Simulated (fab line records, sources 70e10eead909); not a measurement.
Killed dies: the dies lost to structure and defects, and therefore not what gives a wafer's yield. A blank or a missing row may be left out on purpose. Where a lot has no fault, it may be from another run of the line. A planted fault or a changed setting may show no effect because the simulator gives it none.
fab line records    flow nandHarc
[record] lots = 13  wafers = 38  lastDay = 25
route steps=1159 shown A_SLIT@792 A_WL_FILL@814
lots that met no fault: taken from a fault-free run of the same line
startH: hours from the record's opening day to when the first of the lot's shown wafers began    waitH: hours since the lot's step before    " unchanged from the row above    L1.1+2: a row that stands for several wafers    - no value, or no start was given    * or withheld: withheld    < > ~ a bound
route shown NAME@n: NAME is a module with steps in the file, n the number in the route of the first one    usual: the fault-free wafers' mean and standard deviation    same: alike in all rows    chamber/n: place in a boat    sites: each site's reading    _std_site: standard deviation of those values    _edge_site: outer sites' mean less inner sites'    radiusMm: for every site, how far away it sits from the centre of the wafer    mask NAME#n: copy n    behind: tool/chamber where the wafer was last shaped    hold: the reason the lot was held/the length of the hold in hours/how it ended    device: the transistor (n, p or np) that didn't switch    end of line: the same wafers' tests at the end of the route    where a step has no rows: the recipe by itself    killed: the dies lost at the first sort to structure and to defects; this is not the yield of the wafer    map: the dies of a wafer, with x for killed, . for not killed, _ for no die there
set.NAME: the setting the step ran with; set.NAME@STEP: the setting that earlier step ran with    model.NAME: the simulator's own value behind a step, which no gauge read
route steps across a sampled set of lots; one table per step, one row per wafer
services: from which hour (startH, from the record's first day; less than 0 if before it) a tool's chamber was out of use, for how many hours, and why
[[steps]]
[step NHARC_A_SLIT_INSPECT_11]
[usual] rawDefectCount = 20/9.3
lot.wafer  tool              chamber  startH  waitH  rawDefectCount
L536.1     defectInspect-01  -        309.46  0.0    6
L536.3     "                 -        "       "      10
L536.4     "                 -        "       "      19
L537.1     defectInspect-02  -        325.43  0.0    14
L537.4     "                 -        "       "      11
L537.5     "                 -        "       "      8
L538.2     defectInspect-01  -        325.58  0.0    20
L538.3     "                 -        "       "      13
L538.5     "                 -        "       "      28
L540.1     defectInspect-02  -        334.77  0.0    20
L540.5     "                 -        "       "      25
L540.6     "                 -        "       "      25
L541.1     defectInspect-02  -        350.41  0.0    10
L541.2     "                 -        "       "      6
L541.3     "                 -        "       "      11
L543.2     defectInspect-02  -        365.10  0.0    27
L543.5     "                 -        "       "      30
L543.6     "                 -        "       "      24
L545.1     defectInspect-01  -        373.89  0.0    29
L545.3     "                 -        "       "      32
L545.6     "                 -        "       "      26
L549.4     defectInspect-01  -        389.90  0.0    25
L549.5     "                 -        "       "      21
L548.3     defectInspect-02  -        395.82  0.0    5
L548.4     "                 -        "       "      9
L548.5     "                 -        "       "      12
L551.1     defectInspect-02  -        411.12  0.0    32
L551.5     "                 -        "       "      36
L551.6     "                 -        "       "      42
L553.2     defectInspect-01  -        412.26  0.0    10
L553.5     "                 -        "       "      10
L553.6     "                 -        "       "      8
L557.3     defectInspect-01  -        440.53  0.0    30
L557.5     "                 -        "       "      29
L557.6     "                 -        "       "      41
L559.2     defectInspect-01  -        465.22  0.0    25
L559.3     "                 -        "       "      17
L559.4     "                 -        "       "      15
[step NHARC_A_WL_FILL_ETCHBACK_04]
[recipe] targetDepthA = 600  timeS = 120  chemistry = NF3
[usual] drypumpMotorCurrentA = 5.9/0.36  oesProductAu = 1.003/0.01  runLengthS = 141.50/0.29
lot.wafer  tool         chamber  startH  waitH  drypumpMotorCurrentA  oesProductAu  rfHoursCounterH  runLengthS
L536.1     rieMetal-03  0        329.51  2.9    6.4                   0.989         0.8              141.11
L536.3     "            1        "       "      6.0                   1.001         -                141.50
L536.4     "            0        "       "      6.5                   0.999         -                141.33
L537.1     rieMetal-01  1        347.75  2.4    5.6                   1.005         0.0              142.09
L537.4     "            1        "       "      5.6                   1.019         -                141.82
L537.5     "            0        "       "      6.0                   0.989         -                141.75
L538.2     rieMetal-03  0        349.81  4.2    6.5                   0.988         1.5              141.03
L538.3     "            1        "       "      5.9                   1.011         -                141.30
L538.5     "            1        "       "      5.9                   1.007         -                141.12
L540.1     rieMetal-01  0        363.81  2.4    6.1                   1.009         0.7              141.48
L540.5     "            0        "       "      6.0                   1.016         -                141.64
L540.6     "            0        "       "      6.0                   1.003         -                141.30
L541.2     rieMetal-02  1        367.34  2.8    5.8                   1.007         3.7              142.02
L541.1     "            0        "       "      5.1                   1.013         3.9              141.09
L541.3     "            1        "       "      5.8                   0.996         -                141.34
L543.2     rieMetal-01  1        383.16  2.3    5.5                   1.018         0.8              141.51
L543.5     "            1        "       "      5.6                   1.016         -                141.88
L543.6     "            0        "       "      6.1                   0.999         -                141.28
L545.1     rieMetal-01  1        400.30  2.4    5.5                   1.022         1.3              141.55
L545.3     "            1        "       "      5.5                   1.021         -                141.73
L545.6     "            0        "       "      6.0                   1.009         -                141.66
L549.4     rieMetal-01  1        405.91  2.0    5.5                   1.022         -                104.37
L549.5     "            0        "       "      6.1                   1.007         -                141.67
L548.4     rieMetal-03  1        414.44  2.0    5.9                   1.007         -                141.58
L548.3     "            0        "       "      6.5                   0.991         -                141.59
L548.5     "            1        "       "      5.9                   1.002         -                141.13
L551.1     rieMetal-03  1        426.65  2.4    5.9                   1.014         4.3              141.46
L551.5     "            0        "       "      6.5                   0.988         -                141.28
L551.6     "            1        "       "      5.9                   1.001         -                141.33
L553.2     rieMetal-03  0        429.48  2.9    6.4                   0.974         4.1              141.22
L553.5     "            1        "       "      5.9                   0.995         -                141.23
L553.6     "            0        "       "      6.5                   0.987         -                141.63
L557.3     rieMetal-02  1        459.00  1.5    5.8                   0.989         -                141.60
L557.5     "            0        "       "      5.1                   1.002         -                141.22
L557.6     "            1        "       "      5.8                   0.993         -                141.52
L559.2     rieMetal-03  1        487.29  2.4    6.0                   1.017         0.4              141.44
L559.4     "            1        "       "      5.9                   1.012         -                141.17
L559.3     "            0        "       "      6.4                   1.009         -                141.05
[step NHARC_A_WL_FILL_STRIP_27]
[recipe] powerW = 1500  tempC = 250  timeS = 20  chemistry = N2/H2
[usual] drypumpMotorCurrentA = 5.7/0.31  heaterPowerW = 364/41
lot.wafer  tool            chamber  startH  waitH  drypumpMotorCurrentA  heaterPowerW  rfHoursCounterH
L536.1     plasmaAsher-02  1        329.88  0.1    5.7                   279           48
L536.3     "               0        "       "      5.4                   362           -
L536.4     "               1        "       "      5.7                   290           -
L537.1     plasmaAsher-01  1        348.10  0.1    5.5                   384           21
L537.4     "               1        "       "      5.5                   394           -
L537.5     "               0        "       "      6.2                   364           -
L538.2     plasmaAsher-02  0        350.22  0.1    5.4                   351           54
L538.3     "               0        "       "      5.4                   362           -
L538.5     "               1        "       "      5.7                   288           -
L540.1     plasmaAsher-01  1        365.07  0.8    5.5                   399           30
L540.5     "               0        "       "      6.2                   362           -
L540.6     "               1        "       "      5.5                   390           -
L541.2     plasmaAsher-01  0        367.82  0.2    6.2                   356           33
L541.1     "               1        "       "      5.5                   398           33
L541.3     "               1        "       "      5.5                   407           -
L543.2     plasmaAsher-01  1        383.57  0.2    5.5                   390           36
L543.5     "               0        "       "      6.2                   364           -
L543.6     "               1        "       "      5.5                   397           -
L545.1     plasmaAsher-01  1        401.08  0.5    5.5                   406           43
L545.3     "               0        "       "      6.3                   361           -
L545.6     "               0        "       "      6.3                   359           -
L549.4     plasmaAsher-02  1        406.27  0.1    5.7                   300           -
L549.5     "               0        "       "      5.4                   401           -
L548.4     plasmaAsher-01  0        414.80  0.1    6.3                   358           -
L548.3     "               1        "       "      5.5                   402           -
L548.5     "               1        "       "      5.5                   394           -
L551.1     plasmaAsher-02  0        427.02  0.1    5.4                   400           18
L551.6     "               1        "       "      5.7                   306           -
L551.5     "               0        "       "      5.4                   407           -
L553.2     plasmaAsher-01  1        429.85  0.2    5.5                   391           52
L553.6     "               0        "       "      6.3                   360           -
L553.5     "               1        "       "      5.5                   395           -
L557.3     plasmaAsher-02  0        459.63  0.4    5.4                   409           -
L557.6     "               0        "       "      5.4                   410           -
L557.5     "               1        "       "      5.7                   301           -
L559.2     plasmaAsher-02  0        487.74  0.2    5.4                   404           42
L559.4     "               0        "       "      5.4                   406           -
L559.3     "               1        "       "      5.7                   303           -
[step NHARC_A_WL_FILL_STRIP_29]
[recipe] timeS = 20  o2FlowSccm = 500  arFlowSccm = 0  biasW = 0  chemistry = O2
[usual] drypumpMotorCurrentA = 5.8/0.42  o2FlowSccm = 500.1/1.4  oesProductAu = 1.002/0.01  rfVppV = 57.9/0.95  showerheadPlenumPTorr = 3.58/0.17  throttleValvePct = 17.036/0.0089
lot.wafer  tool        chamber  startH  waitH  drypumpMotorCurrentA  o2FlowSccm  oesProductAu  rfHoursCounterH  rfVppV  showerheadPlenumPTorr  throttleValvePct
L536.3     rieDiel-12  1        339.77  0.1    5.3                   502.2       1.006         8.8              57.9    3.31                   17.036
L536.1     "           2        "       "      5.7                   499.5       1.008         8.8              57.1    3.71                   17.038
L536.4     "           0        "       "      5.5                   502.6       0.983         8.4              57.8    3.71                   17.038
L537.4     rieDiel-12  2        359.46  0.1    5.8                   503.3       1.006         10.2             58.3    3.71                   17.034
L537.1     "           0        "       "      5.5                   501.8       0.995         9.8              57.6    3.71                   17.046
L537.5     "           2        "       "      5.8                   500.3       1.014         -                57.3    3.71                   17.018
L538.3     rieDiel-06  0        359.50  0.1    6.7                   500.4       1.009         2.5              57.5    3.35                   17.027
L538.2     "           2        "       "      6.2                   500.3       0.985         2.5              58.7    3.72                   17.035
L538.5     "           1        "       "      5.4                   498.8       1.012         -                58.6    3.74                   17.039
L541.2     rieDiel-07  0        380.01  0.1    5.2                   497.5       1.001         4.1              58.0    3.69                   17.032
L541.3     "           1        "       "      6.0                   497.3       1.015         4.9              57.6    3.58                   17.030
L541.1     "           3        "       "      6.1                   498.3       0.999         4.8              58.6    3.45                   17.031
L540.1     rieDiel-07  0        380.06  0.1    5.2                   499.2       1.010         4.1              58.6    3.69                   17.030
L540.5     "           1        "       "      6.0                   500.2       1.014         -                57.9    3.58                   17.037
L540.6     "           2        "       "      5.4                   501.7       1.013         -                58.1    3.36                   17.038
L543.2     rieDiel-12  1        396.70  0.1    5.3                   500.5       0.997         0.7              56.8    3.31                   17.037
L543.6     "           2        "       "      5.8                   500.4       1.003         -                58.6    3.71                   17.039
L543.5     "           3        "       "      6.2                   498.2       1.003         -                59.7    3.73                   17.048
L545.3     rieDiel-06  1        410.58  0.1    5.4                   501.5       1.014         3.6              59.3    3.74                   17.030
L545.1     "           3        "       "      6.2                   500.2       0.982         3.6              58.2    3.77                   17.034
L545.6     "           0        "       "      6.7                   502.6       1.002         -                54.7    3.35                   17.035
L549.4     rieDiel-12  1        418.45  0.1    5.3                   499.1       0.999         2.0              56.7    3.31                   17.032
L549.5     "           2        "       "      5.8                   500.3       0.997         -                57.4    3.71                   17.033
L548.3     rieDiel-12  0        427.84  0.1    5.5                   500.4       0.991         2.6              59.8    3.71                   17.030
L548.4     "           2        "       "      5.8                   500.0       1.007         -                57.0    3.71                   17.033
L548.5     "           1        "       "      5.3                   499.3       1.006         -                57.7    3.31                   17.028
L551.1     rieDiel-07  0        437.56  0.1    5.2                   501.0       0.998         1.1              58.1    3.69                   17.028
L551.6     "           1        "       "      5.9                   500.3       0.996         -                57.9    3.58                   17.031
L551.5     "           2        "       "      5.4                   497.4       1.011         -                58.3    3.36                   17.045
L553.2     rieDiel-12  3        440.42  0.1    6.1                   501.1       1.001         4.2              59.2    3.73                   17.050
L553.6     "           3        "       "      6.2                   497.5       1.007         -                59.5    3.73                   17.037
L553.5     "           0        "       "      5.5                   499.9       0.990         -                56.9    3.71                   17.047
L557.3     rieDiel-12  3        469.97  0.1    6.2                   499.8       0.994         5.1              59.6    3.73                   17.045
L557.6     "           0        "       "      5.5                   499.7       0.988         -                59.1    3.70                   17.033
L557.5     "           1        "       "      5.3                   500.1       1.008         -                57.7    3.31                   17.027
L559.3     rieDiel-07  1        500.79  0.1    6.0                   502.4       1.004         3.1              58.1    3.58                   17.041
L559.4     "           2        "       "      5.4                   501.0       1.023         3.0              57.9    3.36                   17.037
L559.2     "           3        "       "      6.1                   503.5       0.997         2.9              57.2    3.45                   17.054
[[services]]
tool            chamber  startH  hours  kind
rieMetal-03     0        323.49  5.8    repair
rieMetal-03     -        324.98  0.5    repair
rieMetal-01     -        332.00  9.0    pm
rieDiel-06      -        353.87  4.3    repair
rieMetal-01     -        354.16  2.7    repair
plasmaAsher-02  -        360.00  9.0    pm
rieMetal-01     1        363.37  11.8   repair
rieMetal-02     0        372.22  14.5   repair
rieDiel-12      -        379.40  9.0    pm
rieMetal-02     -        388.00  9.0    pm
rieDiel-06      -        395.05  0.4    repair
rieDiel-07      -        405.20  9.0    pm
plasmaAsher-01  -        405.81  1.3    repair
rieDiel-06      -        418.24  9.0    pm
rieMetal-02     0        421.00  22.4   repair
rieDiel-12      3        427.24  3.9    repair
rieMetal-03     -        453.00  9.0    pm
plasmaAsher-01  -        453.09  9.0    pm
plasmaAsher-01  0        453.09  9.0    ventCycle
plasmaAsher-01  1        453.09  9.0    ventCycle
plasmaAsher-01  0        462.09  -      clean
rieDiel-06      0        474.76  9.8    repair
rieDiel-12      3        483.64  6.4    repair
rieDiel-07      0        483.94  3.2    repair
[[key]]
[firstSign] step = NHARC_A_WL_FILL_ETCHBACK_04  reading = runLengthS  direction = down  sigmas = 99+  usual = *  struck = *
effect none on later readings
metAt NHARC_A_WL_FILL_ETCHBACK_04
struckLots L549
struckWafers L549.4
sortLeftOut L549.4
testerLeftOut L549
notActingAt NHARC_A_SLIT_INSPECT_11,NHARC_A_WL_FILL_STRIP_27,NHARC_A_WL_FILL_STRIP_29
onsetBetween 400.30 405.91
[fault] kind = processParameterDrift  tool = rieMetal-01  chamber = 1  onsetH = 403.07  steps = NHARC_A_WL_FILL_ETCHBACK_04  channel = timeS  offset = *  shape = step  actsIn = *  stated = *
// testerLeftOut: of these lots the tester's yield and bins aren't shown, on N5 and GAA mostly nor the transistor test; their killed dies are dies lost to structure and defects alone, not to doping, threshold or leakage, so they don't give the yield
// sortLeftOut: the simulated sort isn't trusted on such a fault, so these wafers' sort isn't shown, and their yield isn't known
